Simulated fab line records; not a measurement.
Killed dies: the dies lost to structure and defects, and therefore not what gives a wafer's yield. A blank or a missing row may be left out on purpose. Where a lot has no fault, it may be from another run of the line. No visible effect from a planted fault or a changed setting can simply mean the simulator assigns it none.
2 desks looking at one fault    flow n5-finfet    only its own numbers are on each desk; what lay behind them is given at the end

## DESK OF THE TOOL OWNER: pecvd-02
The tool's own readings at N5_FIN_SAQP_HM_DEP_03 (deposits SiNx from SiH4/NH3/N2, target thk 38 nm, time 33.6 s): means of the sampled wafers that have a number, for each lot that ran on this tool. A lot is out of limits, marked OUT, if its mean lies more than 4 standard deviations from the usual mean; the brackets give that distance.
Columns: A = heater-power-w at N5_FIN_SAQP_HM_DEP_03, usual 749 W; B = showerhead-plenum-p-Torr at N5_FIN_SAQP_HM_DEP_03, usual 5.11 Torr; C = throttle-valve-pct at N5_FIN_SAQP_HM_DEP_03, usual 39.0 %
lot   first seen here  A    B     C
L687  day 2 09:19      696  5.10  40.5
L696  day 4 15:40      652  5.07  39.8
L698  day 5 05:28      625  5.07  39.7
L701  day 5 21:29      709  5.10  40.5
L703  day 6 10:20      662  5.08  40.0
This desk's verdict: no lot among the 5 shows anything out of limits.

## FROM THE METROLOGY DESK
What the gauges read, lot by lot, whatever tool the lot ran on: means of the sampled wafers that have a number. A lot is out of limits, marked OUT, if its mean lies more than 4 standard deviations from the usual mean; the brackets give that distance. 7 of its 12 readings are shown: the first one out of limits and those lying furthest out on some lot.
Columns: A = thk-nm at N5_FIN_SAQP_THK_MEAS_05, usual 38.1 nm; B = thk-nm at N5_FIN_SAQP_THK_MEAS_07, usual 59.9 nm; C = DIBL_N at N5_BEOL_M4_RC_MEAS_101, usual 35.9 mV/V; D = IOFF_P at N5_BEOL_M4_RC_MEAS_101, usual 0.22 nA/um; E = ION_N at N5_BEOL_M4_RC_MEAS_101, usual 676 uA/um; F = SS_N at N5_BEOL_M4_RC_MEAS_101, usual 71.4 mV/dec; G = VT_P at N5_BEOL_M4_RC_MEAS_101, usual -250 mV
lot   first seen here  A                B     C     D     E    F     G
L685  day 1 21:05      37.5             59.6  35.9  0.25  680  71.1  -246
L687  day 2 09:24      38.0             59.5  35.1  0.17  669  71.1  -252
L689  day 2 21:25      38.6             61.1  35.9  0.24  677  71.6  -245
L691  day 3 09:36      38.0             60.6  37.3  0.21  673  71.2  -253
L696  day 4 15:46      37.6             59.3  36.8  0.21  673  72.1  -250
L698  day 5 05:33      43.4 (+9.0) OUT  59.9  32.9  0.17  666  70.7  -254
L701  day 5 21:36      48.4 (+17) OUT   59.8  35.1  0.19  668  71.8  -252
L703  day 6 10:25      53.0 (+25) OUT   60.2  35.0  0.19  656  70.0  -250
L708  day 7 17:28      37.3             59.8  35.6  0.15  676  70.8  -258
This desk's finding: out of limits on L698, L701, L703; first on L698, day 5 05:33 (thk-nm at N5_FIN_SAQP_THK_MEAS_05). Within limits: L685, L687, L689, L691, L696, L708.

## ALL TOGETHER
The metrology desk could have raised an alarm at day 5 05:33, on L698, L701, L703.
The tool owner's desk saw nothing out of limits.
The tool owner's desk has L698, L701, L703 on record, within its limits.
N5_FIN_SAQP_HM_DEP_03 was run on pecvd-02 by each of the lots named.

## WHAT THE SIMULATOR PUT IN
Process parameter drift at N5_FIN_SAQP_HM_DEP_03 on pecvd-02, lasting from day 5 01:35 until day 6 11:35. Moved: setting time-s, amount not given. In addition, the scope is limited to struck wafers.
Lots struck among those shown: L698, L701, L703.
Time in hours between the start of the fault and the first out-of-limits reading at each desk: metrology desk, 4.
